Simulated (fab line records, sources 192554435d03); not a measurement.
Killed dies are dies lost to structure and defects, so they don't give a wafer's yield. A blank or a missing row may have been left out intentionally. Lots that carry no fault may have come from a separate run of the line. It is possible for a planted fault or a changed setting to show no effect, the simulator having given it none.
Which tool was responsible? -- flow n5-finfet -- 30 wafers from 10 lots sampled at 2 of the route's 1938 steps

WHAT EACH GAUGE READ, for each wafer
N5_PASSIVATION_CD_MEAS_30: target cd 4000 nm.
lot,measured,on,cd-nm (nm)
L474,day 12 17:38,cd-sem-02,4000.0 4001.0 3997.8
L471,day 12 18:32,cd-sem-02,3996.1 3998.6 3998.3
L475,day 13 09:25,cd-sem-02,3997.8 3999.5 3998.7
L481,day 14 20:10,cd-sem-03,4003.1 4001.3 4003.4
L487,day 16 14:41,cd-sem-03,4001.4 4001.0 3999.7
L490,day 16 17:10,cd-sem-02,4000.9 4003.2 4003.6
L489,day 16 21:50,cd-sem-02,3999.0 3998.7 3997.6
L491,day 17 07:17,cd-sem-03,4001.5 4001.5 4000.8
L494,day 17 17:18,cd-sem-01,3999.3 3999.9 4000.0
L493,day 17 21:02,cd-sem-02,3998.9 4001.5 3999.9

EACH LOT AND THE TOOL THAT RAN IT (in order: tool; ch and the chambers of the sampled wafers; start)
lot,N5_PASSIVATION_PRE_CLEAN_19
L474,"pvd-sputter-03, day 12 16:54"
L471,"pvd-sputter-02, day 12 17:48"
L475,"pvd-sputter-02, day 13 08:46"
L481,"pvd-sputter-03, day 14 17:04"
L487,"pvd-sputter-01, day 16 14:04"
L490,"pvd-sputter-01, day 16 16:25"
L489,"pvd-sputter-02, day 16 21:06"
L491,"pvd-sputter-02, day 17 06:33"
L494,"pvd-sputter-03, day 17 16:41"
L493,"pvd-sputter-01, day 17 20:17"
- N5_PASSIVATION_PRE_CLEAN_19

THE ANSWER, worked out from the rows above alone
Rule: the usual values come from the lots themselves. The widest of any qualifying gaps counts: lots, ordered by their means at a reading, are off when they make up no more than a third of the lots, leave a main group of 4 or more, and stand apart from it by 3 or more times the standard deviation of that group's means. Not used: any main group whose means are identical at the precision the tables above print for the reading. Also off: a lot with no number at a reading for which 4 or more lots have one. Any other lot the step has rows for is counted as sound.
No lot is off at any reading shown: from this, nothing can be told.

WHAT THE SIMULATOR PUT IN
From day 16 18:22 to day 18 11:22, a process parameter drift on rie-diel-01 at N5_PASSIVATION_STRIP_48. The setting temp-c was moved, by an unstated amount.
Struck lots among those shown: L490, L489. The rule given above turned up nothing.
